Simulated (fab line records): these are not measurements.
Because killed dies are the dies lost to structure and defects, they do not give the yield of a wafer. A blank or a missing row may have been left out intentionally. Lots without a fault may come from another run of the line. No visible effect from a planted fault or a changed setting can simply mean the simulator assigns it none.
fab line records    flow nandHarc
[record] lots = 5  wafers = 15  lastDay = 24
route steps=1159 shown A_WL_FILL@811
lots that met no fault: taken from a fault-free run of the same line
startH: hours from the record's first day to the start of the lot's first wafer shown    waitH: how many hours have passed since the lot's step before this one    " repeats the value in the row above    L1.1+2: one row covering several wafers at once    - no value, or no start given    * or withheld: withheld    < > ~ a bound
route shown NAME@n: a module of which the file shows steps, and the number in the route of the first    usual: the fault-free wafers' mean and standard deviation    same: alike in all rows    chamber/n: place in a boat    sites: the reading at each site    _std_site: the values' standard deviation    _edge_site: outer sites' mean less inner sites'    radiusMm: how far each site lies from the wafer's centre    mask NAME#n: copy n    behind: the last tool/chamber to shape the wafer    hold: the reason the lot was held/the length of the hold in hours/how it ended    device: the n, p or np transistor that did not switch    end of line: the same wafers' tests at the end of the route    for a step that has no rows: nothing shown but its recipe    killed: dies that structure and defects cost at the first sort, which is not the same as the wafer's yield    map: dies across one wafer; x = killed, . = not, _ = none there
set.NAME: the setting that was run; set.NAME@STEP: the one run at that earlier step    model.NAME: the simulator's own value behind a step, which no gauge read
certain route steps with their lots: each step a table, each wafer a row
services: from which hour (startH, from the record's first day; less than 0 if before it) a tool's chamber was out of use, for how many hours, and why
[[steps]]
[step NHARC_A_WL_FILL_ALD_02]
[recipe] targetThkA = 20  pulseTimeS = 3  aldCycles = 100  tempC = 450  material = TiN
[step NHARC_A_WL_FILL_CVD_03]
[recipe] targetThkA = 400  tempC = 300  pressureTorr = 40  wf6FlowSccm = 40  h2FlowSccm = 1600  arFlowSccm = 1560  timeS = 3302  material = W
[usual] chamberPressureTorr = 40.01/0.084  heaterPowerW = 435/25  mfcArSccm = 1560/5.5  throttleValvePct = 8.08/0.28
lot.wafer  tool     chamber  startH  waitH  chamberPressureTorr  heaterPowerW  mfcArSccm  throttleValvePct
L357.1     cvdW-02  1        352.17  3.5    40.04                398           1569       8.29
L357.4     "        1        "       "      40.05                392           1566       8.46
L357.5     "        0        354.49  5.8    40.05                437           1557       8.34
L364.2     cvdW-02  1        409.50  0.1    40.05                403           1560       7.94
L364.1     "        0        "       "      40.01                441           1567       8.38
L364.4     "        1        "       "      39.99                407           1557       8.02
L366.2     cvdW-02  0        413.66  0.5    40.02                454           1559       8.18
L366.3     "        1        "       "      40.20                413           1559       8.35
L366.4     "        0        "       "      40.04                434           1559       8.32
L371.2     cvdW-01  1        430.67  2.5    40.11                420           1565       7.97
L371.1     "        0        "       "      39.96                457           1564       8.19
L371.6     "        1        432.57  4.4    40.01                420           1564       7.86
L374.2     cvdW-01  0        455.63  4.4    40.06                463           1558       8.49
L374.5     "        0        457.52  6.3    40.14                475           1570       8.44
L374.6     "        1        "       "      39.98                424           1554       8.09
[step NHARC_A_WL_FILL_ETCHBACK_04]
[recipe] targetDepthA = 600  timeS = 120  chemistry = NF3
[usual] drypumpMotorCurrentA = 5.8/0.44  oesProductAu = 0.990/0.0092
lot.wafer  tool         chamber  startH  waitH  drypumpMotorCurrentA  oesProductAu  rfHoursCounterH
L357.1     rieMetal-01  0        355.44  2.8    5.7                   1.000         0.5
L357.4     "            0        "       "      5.7                   1.003         -
L357.5     "            0        "       "      5.7                   1.000         -
L364.1     rieMetal-03  1        412.81  2.4    5.6                   0.999         3.8
L364.2     "            0        "       "      5.0                   0.995         3.8
L364.4     "            1        "       "      5.6                   0.992         -
L366.2     rieMetal-02  1        416.52  2.4    5.8                   0.971         0.8
L366.4     "            0        "       "      6.3                   0.985         -
L366.3     "            1        "       "      5.8                   0.977         -
L371.2     rieMetal-02  0        434.02  2.9    6.3                   0.979         2.0
L371.1     "            1        "       "      5.8                   0.983         2.0
L371.6     "            1        "       "      5.8                   0.976         -
L374.2     rieMetal-02  1        458.96  2.9    5.7                   0.989         2.7
L374.5     "            1        "       "      5.8                   0.994         -
L374.6     "            0        "       "      6.3                   0.998         -
[step NHARC_A_WL_FILL_ETCHBACK_05]
[recipe] targetDepthA = 220  timeS = 60  tempC = 40  chemistry = Cl2/BCl3
[usual] drypumpMotorCurrentA = 5.8/0.44  oesProductAu = 0.989/0.0088
lot.wafer  tool         chamber  startH  waitH  drypumpMotorCurrentA  oesProductAu  rfHoursCounterH
L357.1     rieMetal-01  0        355.68  0.2    5.7                   1.008         0.6
L357.4     "            1        "       "      6.0                   0.985         -
L357.5     "            1        "       "      6.0                   0.988         -
L364.1     rieMetal-03  1        413.04  0.2    5.7                   0.987         3.9
L364.2     "            0        "       "      5.0                   0.991         3.9
L364.4     "            0        "       "      5.0                   0.986         -
L366.2     rieMetal-02  0        416.74  0.2    6.3                   0.984         0.9
L366.4     "            1        "       "      5.8                   0.972         -
L366.3     "            0        "       "      6.3                   0.985         -
L371.2     rieMetal-02  0        434.27  0.2    6.3                   0.984         2.2
L371.1     "            1        "       "      5.8                   0.988         2.2
L371.6     "            1        "       "      5.8                   0.981         -
L374.2     rieMetal-02  1        459.22  0.2    5.8                   0.984         2.8
L374.5     "            0        "       "      6.3                   0.987         -
L374.6     "            1        "       "      5.8                   0.994         -
[step NHARC_A_WL_FILL_STRIP_27]
[recipe] powerW = 1500  tempC = 250  timeS = 20  chemistry = N2/H2
[usual] drypumpMotorCurrentA = 5.62/0.24  heaterPowerW = 325/23
lot.wafer  tool            chamber  startH  waitH  drypumpMotorCurrentA  heaterPowerW  rfHoursCounterH
L357.1     plasmaAsher-02  1        355.85  0.2    5.31                  331           57
L357.4     "               0        "       "      5.76                  335           -
L357.5     "               1        "       "      5.27                  331           -
L364.1     plasmaAsher-02  0        413.32  0.3    5.78                  350           15
L364.2     "               1        "       "      5.26                  323           15
L364.4     "               0        "       "      5.78                  354           -
L366.2     plasmaAsher-02  1        416.93  0.2    5.28                  317           15
L366.3     "               1        "       "      5.31                  324           -
L366.4     "               0        "       "      5.77                  351           -
L371.1     plasmaAsher-02  1        434.65  0.4    5.29                  325           29
L371.2     "               0        "       "      5.74                  355           29
L371.6     "               0        "       "      5.77                  353           -
L374.2     plasmaAsher-02  0        459.40  0.2    5.77                  359           40
L374.6     "               1        "       "      5.27                  312           -
L374.5     "               0        "       "      5.78                  356           -
[step NHARC_A_WL_FILL_STRIP_28]
[recipe] timeS = 1200  tempC = 72.5  chemistry = postEtchResidueRemover
[step NHARC_A_WL_FILL_PRECLEAN_06]
[recipe] timeS = 300  chemistry = DIW
[step NHARC_A_WL_FILL_SRD_07]
[step NHARC_A_WL_FILL_ANNEAL_08]
[recipe] tempC = 450  timeS = 1800
[step NHARC_A_WL_FILL_ALD_10]
[recipe] targetThkA = 500  pulseTimeS = 10  aldCycles = 500  tempC = 300  material = SiO2
[usual] heaterPowerW = 471/56  precursorPulseHeightRel = 1.000/0.019
lot.wafer  tool      chamber  startH  waitH  heaterPowerW  precursorPulseHeightRel
L357.4     aldHk-02  2        362.13  0.0    458           0.988
L357.1     "         3        "       "      487           1.008
L357.5     "         3        364.72  2.6    511           1.035
L364.1     aldHk-02  3        418.52  0.1    500           1.002
L364.4     "         0        "       "      543           0.994
L364.2     "         2        420.05  1.6    444           0.973
L366.4     aldHk-04  0        426.17  0.1    429           0.977
L366.2     "         1        "       "      504           1.014
L366.3     "         3        427.71  1.6    434           0.987
L371.2     aldHk-03  1        437.44  0.1    421           1.003
L371.1     "         0        438.98  1.6    414           1.000
L371.6     "         1        "       "      412           1.009
L374.2     aldHk-04  3        465.63  1.1    440           1.034
L374.5     "         1        466.66  2.1    500           1.032
L374.6     "         2        "       "      597           1.001
[step NHARC_A_WL_FILL_ETCHBACK_16]
[recipe] targetDepthA = 880  timeS = 17.6  c4f8FlowSccm = withheld  o2FlowSccm = 8  arFlowSccm = withheld  rfW = 600  biasW = 800  chemistry = C4F8/O2/Ar
[usual] oesProductAu = 0.989/0.029  rfVppV = 724/4.2
lot.wafer  tool        chamber  startH  waitH  oesProductAu  rfHoursCounterH  rfVppV
L357.4     rieDiel-10  0        366.79  -      0.990         0                723
L357.1     "           1        "       "      0.983         0                721
L357.5     "           0        "       "      0.990         -                724
L364.1     rieDiel-12  2        423.14  -      1.000         1.2              724
L364.4     "           0        "       "      0.998         1.1              730
L364.2     "           1        "       "      1.007         1.1              719
L366.4     rieDiel-10  2        430.81  -      1.003         2.2              716
L366.2     "           3        "       "      0.991         2.3              729
L366.3     "           0        "       "      0.650         2.5              724
L371.1     rieDiel-06  2        442.06  -      1.012         0.2              730
L371.2     "           0        "       "      1.000         0.2              726
L371.6     "           3        "       "      1.023         -                722
L374.2     rieDiel-12  1        469.27  -      0.915         2.0              718
L374.6     "           2        "       "      0.907         -                722
L374.5     "           3        "       "      0.927         -                729
[step NHARC_A_WL_FILL_STRIP_29]
[recipe] timeS = 20  o2FlowSccm = 500  arFlowSccm = 0  biasW = 0  chemistry = O2
[[services]]
tool            chamber  startH  hours  kind
cvdW-02         0        329.81  3.7    repair
rieMetal-01     -        332.00  9.0    pm
rieDiel-12      2        337.18  16.6   repair
cvdW-01         -        346.41  2.6    repair
rieDiel-10      -        353.61  9.0    pm
rieDiel-06      1        359.92  15.2   repair
plasmaAsher-02  -        360.20  9.0    pm
rieMetal-01     -        363.84  76.9   repair
cvdW-02         -        377.07  13.0   pm
rieDiel-12      -        379.42  9.0    pm
rieDiel-10      1        383.96  9.9    repair
rieMetal-02     -        388.00  9.0    pm
rieMetal-02     0        388.00  9.0    ventCycle
rieMetal-02     1        388.00  9.0    ventCycle
rieMetal-03     1        414.50  14.0   repair
rieDiel-06      -        418.20  9.0    pm
rieDiel-06      1        440.65  8.8    repair
rieMetal-03     -        453.00  9.0    pm
rieDiel-10      1        459.01  34.6   repair
aldHk-02        -        459.06  10.0   pm
cvdW-02         -        459.95  0.9    repair
rieDiel-06      1        461.88  3.2    repair
rieDiel-12      -        463.42  4.1    repair
rieDiel-06      2        463.57  15.6   repair
[[key]]
[firstSign] step = NHARC_A_WL_FILL_ETCHBACK_16  reading = oesProductAu  direction = down  sigmas = 12  usual = 0.989  struck = 0.650
effect none on later readings
metAt NHARC_A_WL_FILL_ETCHBACK_16
struckWafers L366.3
laterRowsLeftOut L366.3
sortLeftOut L366.3
testerLeftOut L366
onsetBetween 366.79 430.81
[fault] kind = processParameterDrift  tool = rieDiel-10  chamber = 0  onsetH = 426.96  steps = NHARC_A_WL_FILL_ETCHBACK_16  channel = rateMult  offset = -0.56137  shape = step  endH = 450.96
// testerLeftOut: of these lots the tester's yield and bins aren't shown, on N5 and GAA mostly nor the transistor test; their killed dies are dies lost to structure and defects alone, not to doping, threshold or leakage, so they don't give the yield
// sortLeftOut: the simulated sort isn't trusted on such a fault, so these wafers' sort isn't shown, and their yield isn't known
// laterRowsLeftOut: the simulator's readings of these wafers behind a module that went badly wrong aren't trusted and aren't shown, but for the sort
